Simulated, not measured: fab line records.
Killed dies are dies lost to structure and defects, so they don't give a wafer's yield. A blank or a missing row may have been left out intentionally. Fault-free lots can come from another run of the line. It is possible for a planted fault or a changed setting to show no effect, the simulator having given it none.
Matching of chambers ; flow nand harc ; 3 sister chambers for NHARC_A_STAIRCASE_DEP_280 on pecvd-04
The step deposits SiON, target thk 30 nm. 6 wafers are shown with their chamber, then 12 later ones without.

WAFERS PAIRED WITH THEIR CHAMBERS
wafer;chamber;heater power w (W)
L089.5;1;721
L088.1;0;575
L088.2;1;747
L090.2;2;812
L090.5;2;810
L090.6;0;648

WAFERS MISSING THEIR CHAMBER
wafer;heater power w (W)
L091.1;700
L091.3;894
L091.5;772
L092.1;773
L092.4;585
L092.6;789
L094.3;773
L094.4;789
L094.6;694
L095.1;707
L095.4;860
L095.5;720

EACH ONE'S CHAMBER
wafer;from the rows above;in truth
L091.1;can't be placed: 1 or 0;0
L091.3;2;2
L091.5;can't be placed: 1 or 2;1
L092.1;can't be placed: 2 or 1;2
L092.4;0;0
L092.6;can't be placed: 2 or 1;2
L094.3;can't be placed: 2 or 1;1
L094.4;can't be placed: 2 or 1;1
L094.6;can't be placed: 1 or 0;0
L095.1;1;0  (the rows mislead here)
L095.4;2;2
L095.5;1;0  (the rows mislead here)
Correctly placed: 3 of 12. From these rows, 7 cannot be placed; in 7 the true chamber is one of the candidates. Wrongly placed: 2.
How it was worked out, from the rows above alone: a wafer's distance from a chamber is the root of the sum, over the readings, of the square of ((its reading less the chamber's mean) divided by the reading's scatter). If the next closest chamber is less than 2 further off than the closest, the wafer can't be placed; otherwise it belongs to the closest. Each chamber's mean is taken over the wafers shown for it. The scatter is the square root of a quotient: the sum, over the shown wafers, of each reading's squared deviation from its chamber's mean, divided by wafers minus chambers.
